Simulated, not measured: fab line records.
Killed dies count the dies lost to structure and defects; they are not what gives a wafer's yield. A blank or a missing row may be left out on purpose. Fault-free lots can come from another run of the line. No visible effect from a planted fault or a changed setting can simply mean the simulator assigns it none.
A struck lot beside a sound one	flow n5 finfet	16 steps out of a route of 1938
Sound: these wafers, L332.2, L332.3, L332.6. Struck: wafer L339.6. (L339.2, L339.4 of the same lot were not struck and are left out.) The cause comes at the end.
Order at every step that has rows: each side's tool, ch and its chambers, its first start. Under that, the readings that differ: sound wafers	struck wafers	difference of the means	sigmas: that difference in standard deviations of wafers without a fault.
alike: same words and numbers on both sides, and readings whose means sit less than 2 such deviations apart. not compared: any withheld reading, any reading some wafer has no value for, any bound like >300 that may hide the same value, and any number with overlapping values for which the record gives no deviation.
The two part at a step that has a row with sigmas, a row that says differs or no value, or rows on one side only. When numbers do not overlap yet have no deviation, they are printed without sigmas and do not part them. A reading missing from all wafers of one side parts the sides only when that side holds two or more wafers.

N5_BEOL_M4_ETCH_41: etches SiCN in CH3F/O2, target depth 29.9 nm, time 52.5 s.
  sound on rie diel-06 ch 0,2,3; struck on rie diel-03 ch 1
reading	sound	struck	difference	sigmas
drypump motor current A (A)	5.4 5.2 5.0	6.3	+1.1	+2
oes product au (a.u.)	0.93 0.86 0.88	0.76	-0.13	-2
  alike: rf fwd power W, rf vpp V, showerhead plenum p Torr, throttle valve pct
  not compared: rf hours counter h
N5_BEOL_M4_STRIP_97: strips in N2/H2, time 10 s.
  sound on rie diel-06 ch 0,2,3; struck on rie diel-03 ch 1
reading	sound	struck	difference	sigmas
drypump motor current A (A)	5.4 5.3 5.0	6.3	+1.1	+2
oes product au (a.u.)	0.92 0.85 0.88	0.76	-0.12	-2
  alike: bias power w, rf vpp V, showerhead plenum p Torr, throttle valve pct
  not compared: rf hours counter h
N5_BEOL_M4_OCD_MEAS_38:
  sound: ocd-02 at day 12 03:03; struck: ocd-02 at day 14 05:30
  alike: trench depth nm
then, 4 steps without rows for these wafers: N5_BEOL_M4_HM_STRIP_39 (strips TiN in peroxide tin strip, target depth 25 nm, time 158 s); N5_BEOL_M4_SRD_40 (time 30 s); N5_BEOL_M4_PRECLEAN_42 (cleans in residue remover, time 60 s); N5_BEOL_M4_SRD_43 (time 30 s).
N5_BEOL_M4_CD_MEAS_35: target cd 18 nm, target cd y 22.4 nm.
  sound: cd sem-02 at day 12 03:12; struck: cd sem-01 at day 14 05:40
  alike: cd nm
N5_BEOL_M4_DEGAS_44: time 60 s.
  sound: pvd sputter-01 at day 12 03:32; struck: pvd sputter-01 at day 14 06:07
  alike: heater power w
N5_BEOL_M4_PRE_CLEAN_45: time 30 s.
  sound: pvd sputter-01 at day 12 03:34; struck: pvd sputter-01 at day 14 06:10
  alike: heater power w
N5_BEOL_M4_ALD_84: deposits TaN, pulse time 2 s, purge time 3 s, co reactant purge time 2 s.
  sound on ald metal-01 ch 2,3, day 12 03:41; struck on ald metal-01 ch 2, day 14 06:13
  alike: heater power w, precursor vessel pressure torr
next, for these wafers, 1 step has no rows: N5_BEOL_M4_SURFACE_TREAT_85.
N5_BEOL_M4_CVD_47: deposits Co from CCTBA/H2, target thk 3 nm, time 223.8 s.
  sound on cvd co-02 ch 0,1,2, day 12 04:01; struck on cvd co-01 ch 2, day 14 06:44
reading	sound	struck	difference	sigmas
run length s (s)	248.0 246.7 246.3	118.3	-128.7	-99 or more
then, 1 step without rows for these wafers: N5_BEOL_M4_SPUTTER_48 (material Cu, target thk 4.5 nm, time 8.29 s).
N5_BEOL_M4_RC_MEAS_101:
  sound on prober-02 ch 0, day 12 07:17; struck on prober-02 ch 0, day 14 10:11
  alike: DIBL_N, DIBL_P, IOFF_N, IOFF_P, ION_N, ION_P, SS_N, SS_P, VT_N, VT_P
-- record jumps: 5 days separate the struck wafers' starts on either side; left off in module BEOL_M4, taken up again in module PASSIVATION, whose first shown step is the route's number 1936 --
N5_PASSIVATION_PROBE_49:
  sound: prober-01 at day 16 21:38; struck: prober-02 at day 19 03:03
  alike: defect limited yield, killed_at_M0_to_M3, killed_at_M4_up, killed at contacts, killed at front end, killed at other, killed dies, killed open, killed short, sort_bin_5_function, sort_bin_6_memory, sort n pass, sort yield pct

== WHERE THEY PART ==
At N5_BEOL_M4_ETCH_41 first; at N5_BEOL_M4_CVD_47 last (within this record only). Later steps at which nothing parts them and some readings are alike: N5_BEOL_M4_RC_MEAS_101, N5_PASSIVATION_PROBE_49.

WHY: whatever the simulator had introduced
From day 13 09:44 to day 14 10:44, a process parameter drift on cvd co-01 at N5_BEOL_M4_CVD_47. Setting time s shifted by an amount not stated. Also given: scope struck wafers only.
